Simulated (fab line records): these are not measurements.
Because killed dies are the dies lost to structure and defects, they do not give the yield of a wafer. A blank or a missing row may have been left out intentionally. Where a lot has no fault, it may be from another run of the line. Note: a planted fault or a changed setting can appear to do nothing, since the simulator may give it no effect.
Split-lot study :: flow n5-finfet :: 39 wafers read across 7 lots, on a route 1938 steps long

== ON THE SPLIT ==
At N5_SD_EPI_N_ETCH_45 (etches SiOCN in CH3F/O2, target depth 6 nm), the setting target-depth-a was moved away from the recipe's 60 angstrom on 15 of the 39 wafers read, by -12.9% to -4.2%. For the rest of the wafers, this setting stayed at what the recipe calls for.

Reading taken at the split's own step.

== THE READING ==
etch.depth-nm (the simulator's own value, which no gauge read), in nm, at N5_SD_EPI_N_ETCH_45 (etches SiOCN in CH3F/O2, target depth 6 nm). No usual value for it is given in the file. The 24 wafers here that ran the recipe average 5.932 nm, standard deviation 0.12 nm.

wafer: L080.1
tool, chamber at the split: rie-diel-03, 1
target-depth-a as run, angstrom: 55.61
against the recipe: -7.3%
etch.depth-nm, nm: 5.496
against lot-mates on the recipe: -0.555

wafer: L080.2
tool, chamber at the split: rie-diel-03, 0
target-depth-a as run, angstrom: 60
against the recipe: recipe
etch.depth-nm, nm: 6.128
against lot-mates on the recipe: -

wafer: L080.3
tool, chamber at the split: rie-diel-03, 2
target-depth-a as run, angstrom: 55.61
against the recipe: -7.3%
etch.depth-nm, nm: 5.421
against lot-mates on the recipe: -0.630

wafer: L080.4
tool, chamber at the split: rie-diel-03, 1
target-depth-a as run, angstrom: 60
against the recipe: recipe
etch.depth-nm, nm: 5.938
against lot-mates on the recipe: -

wafer: L080.5
tool, chamber at the split: rie-diel-03, 0
target-depth-a as run, angstrom: 60
against the recipe: recipe
etch.depth-nm, nm: 6.087
against lot-mates on the recipe: -

wafer: L080.6
tool, chamber at the split: rie-diel-03, 2
target-depth-a as run, angstrom: 55.61
against the recipe: -7.3%
etch.depth-nm, nm: 5.379
against lot-mates on the recipe: -0.672

wafer: L083.1
tool, chamber at the split: rie-diel-04, 3
target-depth-a as run, angstrom: 60
against the recipe: recipe
etch.depth-nm, nm: 5.997
against lot-mates on the recipe: -

wafer: L083.2
tool, chamber at the split: rie-diel-04, 1
target-depth-a as run, angstrom: 60
against the recipe: recipe
etch.depth-nm, nm: 6.12
against lot-mates on the recipe: -

wafer: L083.3
tool, chamber at the split: rie-diel-04, 2
target-depth-a as run, angstrom: 60
against the recipe: recipe
etch.depth-nm, nm: 6.003
against lot-mates on the recipe: -

wafer: L083.4
tool, chamber at the split: rie-diel-04, 0
target-depth-a as run, angstrom: 57.49
against the recipe: -4.2%
etch.depth-nm, nm: 5.762
against lot-mates on the recipe: -0.278

wafer: L083.5
tool, chamber at the split: rie-diel-04, 1
target-depth-a as run, angstrom: 57.49
against the recipe: -4.2%
etch.depth-nm, nm: 5.865
against lot-mates on the recipe: -0.175

wafer: L083.6
tool, chamber at the split: rie-diel-04, 0
target-depth-a as run, angstrom: 57.49
against the recipe: -4.2%
etch.depth-nm, nm: 5.861
against lot-mates on the recipe: -0.179

wafer: L084.1
tool, chamber at the split: rie-diel-04, 3
target-depth-a as run, angstrom: 60
against the recipe: recipe
etch.depth-nm, nm: 5.945
against lot-mates on the recipe: -

wafer: L084.2
tool, chamber at the split: rie-diel-04, 1
target-depth-a as run, angstrom: 60
against the recipe: recipe
etch.depth-nm, nm: 6.07
against lot-mates on the recipe: -

wafer: L084.3
tool, chamber at the split: rie-diel-04, 2
target-depth-a as run, angstrom: 60
against the recipe: recipe
etch.depth-nm, nm: 5.947
against lot-mates on the recipe: -

wafer: L084.4
tool, chamber at the split: rie-diel-04, 0
target-depth-a as run, angstrom: 60
against the recipe: recipe
etch.depth-nm, nm: 6.058
against lot-mates on the recipe: -

wafer: L084.5
tool, chamber at the split: rie-diel-04, 3
target-depth-a as run, angstrom: 60
against the recipe: recipe
etch.depth-nm, nm: 6.005
against lot-mates on the recipe: -

wafer: L084.6
tool, chamber at the split: rie-diel-04, 2
target-depth-a as run, angstrom: 60
against the recipe: recipe
etch.depth-nm, nm: 5.858
against lot-mates on the recipe: -

wafer: L087.1
tool, chamber at the split: rie-diel-01, 1
target-depth-a as run, angstrom: 55.1
against the recipe: -8.2%
etch.depth-nm, nm: 5.685
against lot-mates on the recipe: -0.195

wafer: L087.2
tool, chamber at the split: rie-diel-01, 3
target-depth-a as run, angstrom: 55.1
against the recipe: -8.2%
etch.depth-nm, nm: 5.288
against lot-mates on the recipe: -0.592

wafer: L087.3
tool, chamber at the split: rie-diel-01, 0
target-depth-a as run, angstrom: 60
against the recipe: recipe
etch.depth-nm, nm: 6.034
against lot-mates on the recipe: -

wafer: L087.4
tool, chamber at the split: rie-diel-01, 2
target-depth-a as run, angstrom: 60
against the recipe: recipe
etch.depth-nm, nm: 5.865
against lot-mates on the recipe: -

wafer: L087.5
tool, chamber at the split: rie-diel-01, 3
target-depth-a as run, angstrom: 60
against the recipe: recipe
etch.depth-nm, nm: 5.742
against lot-mates on the recipe: -

wafer: L087.6
tool, chamber at the split: rie-diel-01, 2
target-depth-a as run, angstrom: 55.1
against the recipe: -8.2%
etch.depth-nm, nm: 5.356
against lot-mates on the recipe: -0.524

wafer: L089.1
tool, chamber at the split: rie-diel-04, 2
target-depth-a as run, angstrom: 52.25
against the recipe: -12.9%
etch.depth-nm, nm: 5.157
against lot-mates on the recipe: -0.770

wafer: L089.2
tool, chamber at the split: rie-diel-04, 1
target-depth-a as run, angstrom: 52.25
against the recipe: -12.9%
etch.depth-nm, nm: 5.274
against lot-mates on the recipe: -0.653

wafer: L089.3
tool, chamber at the split: rie-diel-04, 3
target-depth-a as run, angstrom: 60
against the recipe: recipe
etch.depth-nm, nm: 5.941
against lot-mates on the recipe: -

wafer: L089.4
tool, chamber at the split: rie-diel-04, 3
target-depth-a as run, angstrom: 60
against the recipe: recipe
etch.depth-nm, nm: 5.932
against lot-mates on the recipe: -

wafer: L089.5
tool, chamber at the split: rie-diel-04, 2
target-depth-a as run, angstrom: 60
against the recipe: recipe
etch.depth-nm, nm: 5.909
against lot-mates on the recipe: -

wafer: L089.6
tool, chamber at the split: rie-diel-04, 1
target-depth-a as run, angstrom: 52.25
against the recipe: -12.9%
etch.depth-nm, nm: 5.237
against lot-mates on the recipe: -0.690

wafer: L090.2
tool, chamber at the split: rie-diel-03, 3
target-depth-a as run, angstrom: 60
against the recipe: recipe
etch.depth-nm, nm: 5.721
against lot-mates on the recipe: -

wafer: L090.4
tool, chamber at the split: rie-diel-03, 2
target-depth-a as run, angstrom: 60
against the recipe: recipe
etch.depth-nm, nm: 5.801
against lot-mates on the recipe: -

wafer: L090.5
tool, chamber at the split: rie-diel-03, 2
target-depth-a as run, angstrom: 60
against the recipe: recipe
etch.depth-nm, nm: 5.756
against lot-mates on the recipe: -

wafer: L095.1
tool, chamber at the split: rie-diel-04, 3
target-depth-a as run, angstrom: 60
against the recipe: recipe
etch.depth-nm, nm: 5.882
against lot-mates on the recipe: -

wafer: L095.2
tool, chamber at the split: rie-diel-04, 0
target-depth-a as run, angstrom: 54.17
against the recipe: -9.7%
etch.depth-nm, nm: 5.595
against lot-mates on the recipe: -0.243

wafer: L095.3
tool, chamber at the split: rie-diel-04, 2
target-depth-a as run, angstrom: 60
against the recipe: recipe
etch.depth-nm, nm: 5.827
against lot-mates on the recipe: -

wafer: L095.4
tool, chamber at the split: rie-diel-04, 3
target-depth-a as run, angstrom: 54.17
against the recipe: -9.7%
etch.depth-nm, nm: 5.266
against lot-mates on the recipe: -0.572

wafer: L095.5
tool, chamber at the split: rie-diel-04, 0
target-depth-a as run, angstrom: 54.17
against the recipe: -9.7%
etch.depth-nm, nm: 5.494
against lot-mates on the recipe: -0.344

wafer: L095.6
tool, chamber at the split: rie-diel-04, 2
target-depth-a as run, angstrom: 60
against the recipe: recipe
etch.depth-nm, nm: 5.804
against lot-mates on the recipe: -

THE FIT
A straight line over all 39 wafers: etch.depth-nm changes by +0.0554 nm for each +1% of target-depth-a; r = +0.90; the points scatter about the line by 0.13 nm.
The same after taking each lot's own level away (the mean of its wafers on the recipe; 39 wafers): +0.0542 nm for each +1%; r = +0.91; scatter 0.11 nm.
Per that fit: largest target-depth-a move, reading shift of 0.7 nm.
The lots' own levels span 5.7593 to 6.0510 nm, that is 2.5 times the standard deviation above.
Hence the lot-to-lot level has little effect on the slope; both slopes agree.
Check: for one of the wafers moved furthest among these (-12.9%), held out of the fit, the line's prediction against its lot-mates is -0.694 nm. It came out at -0.77 nm against them.

== THE OTHER SPLITS THESE WAFERS WENT THROUGH ==
Other splits were also applied to these wafers ahead of the reading. Each is held against what the fit with the lots' levels taken away leaves over:
other split on the same wafers: N5_FIN_SAQP_SPACER1_ALD_24 ald-cycles
wafers away from the commonest value: 15
r with etch.depth-nm (lot level and that fit taken away): +0.09

other split on the same wafers: N5_DUMMY_GATE_ETCH_37 source-w
wafers away from the commonest value: 15
r with etch.depth-nm (lot level and that fit taken away): +0.21

== FILE'S OWN FIT ==
etch.depth-nm changes by +0.0547 nm for each +1% of target-depth-a, r = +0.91.
